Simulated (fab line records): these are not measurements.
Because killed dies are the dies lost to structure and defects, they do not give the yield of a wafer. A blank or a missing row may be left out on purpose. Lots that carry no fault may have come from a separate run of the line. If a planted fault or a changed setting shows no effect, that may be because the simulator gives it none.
Chamber matching / flow n5-finfet / 4 sister chambers for N5_FIN_CUT_CUT_ETCH_15 on rie-si-06
The step etches Si in HBr/Cl2/O2, target depth 100 nm, bt time 10 s, time 42.4 s. 18 wafers are shown with their chamber, then 9 later ones without.

## WAFERS PAIRED WITH THEIR CHAMBERS
wafer=L084.1; chamber=1; drypump-motor-current-A (A)=5.5; oes-product-au (a.u.)=1.004
wafer=L084.3; chamber=3; drypump-motor-current-A (A)=6.4; oes-product-au (a.u.)=0.980
wafer=L084.6; chamber=1; drypump-motor-current-A (A)=5.5; oes-product-au (a.u.)=0.997
wafer=L085.3; chamber=3; drypump-motor-current-A (A)=6.3; oes-product-au (a.u.)=0.980
wafer=L085.4; chamber=2; drypump-motor-current-A (A)=5.3; oes-product-au (a.u.)=0.987
wafer=L085.6; chamber=1; drypump-motor-current-A (A)=5.5; oes-product-au (a.u.)=1.007
wafer=L088.3; chamber=1; drypump-motor-current-A (A)=5.5; oes-product-au (a.u.)=1.002
wafer=L088.4; chamber=3; drypump-motor-current-A (A)=6.3; oes-product-au (a.u.)=0.988
wafer=L088.6; chamber=2; drypump-motor-current-A (A)=5.3; oes-product-au (a.u.)=0.994
wafer=L089.3; chamber=2; drypump-motor-current-A (A)=5.3; oes-product-au (a.u.)=0.988
wafer=L089.4; chamber=1; drypump-motor-current-A (A)=5.5; oes-product-au (a.u.)=1.002
wafer=L089.6; chamber=3; drypump-motor-current-A (A)=6.3; oes-product-au (a.u.)=0.982
wafer=L090.2; chamber=1; drypump-motor-current-A (A)=5.5; oes-product-au (a.u.)=0.998
wafer=L090.4; chamber=3; drypump-motor-current-A (A)=6.3; oes-product-au (a.u.)=0.978
wafer=L090.6; chamber=1; drypump-motor-current-A (A)=5.5; oes-product-au (a.u.)=0.999
wafer=L091.1; chamber=2; drypump-motor-current-A (A)=5.3; oes-product-au (a.u.)=0.993
wafer=L091.3; chamber=0; drypump-motor-current-A (A)=5.2; oes-product-au (a.u.)=0.987
wafer=L091.6; chamber=1; drypump-motor-current-A (A)=5.5; oes-product-au (a.u.)=1.001

SIGNATURES (averages over the wafers above)
reading=drypump-motor-current-A; chamber 0=5.200; chamber 1=5.500; chamber 2=5.300; chamber 3=6.320; scatter within a chamber=0.0239
reading=oes-product-au; chamber 0=0.98700; chamber 1=1.00125; chamber 2=0.99050; chamber 3=0.98160; scatter within a chamber=0.0035
Rule: for a wafer and a chamber, the distance is found by dividing, reading by reading, the gap between the wafer's reading and the chamber's mean by the reading's scatter, squaring, summing and taking the root. The wafer belongs to the nearest chamber; if the next one is less than 2 further off, it can't be placed. The scatter is the square root of a quotient: the sum, over the shown wafers, of each reading's squared deviation from its chamber's mean, divided by wafers minus chambers.

## WAFERS WITHOUT THEIR CHAMBER
wafer=L092.2; drypump-motor-current-A (A)=5.5; oes-product-au (a.u.)=1.008
wafer=L092.4; drypump-motor-current-A (A)=6.3; oes-product-au (a.u.)=0.983
wafer=L092.6; drypump-motor-current-A (A)=5.3; oes-product-au (a.u.)=1.001
wafer=L093.1; drypump-motor-current-A (A)=5.3; oes-product-au (a.u.)=0.994
wafer=L093.2; drypump-motor-current-A (A)=5.2; oes-product-au (a.u.)=0.986
wafer=L093.5; drypump-motor-current-A (A)=5.3; oes-product-au (a.u.)=0.991
wafer=L097.2; drypump-motor-current-A (A)=5.2; oes-product-au (a.u.)=0.997
wafer=L097.4; drypump-motor-current-A (A)=5.3; oes-product-au (a.u.)=1.004
wafer=L097.6; drypump-motor-current-A (A)=6.3; oes-product-au (a.u.)=0.982

## THE CHAMBER EACH PASSED THROUGH
wafer=L092.2; from the rows above=1; in truth=1
wafer=L092.4; from the rows above=3; in truth=3
wafer=L092.6; from the rows above=2; in truth=2
wafer=L093.1; from the rows above=2; in truth=2
wafer=L093.2; from the rows above=0; in truth=0
wafer=L093.5; from the rows above=2; in truth=2
wafer=L097.2; from the rows above=can't be placed: 0 or 2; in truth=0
wafer=L097.4; from the rows above=2; in truth=2
wafer=L097.6; from the rows above=3; in truth=3
8 of 9 placed correctly. From these rows, 1 cannot be placed; in 1 the true chamber is one of the candidates. 0 placed wrongly.
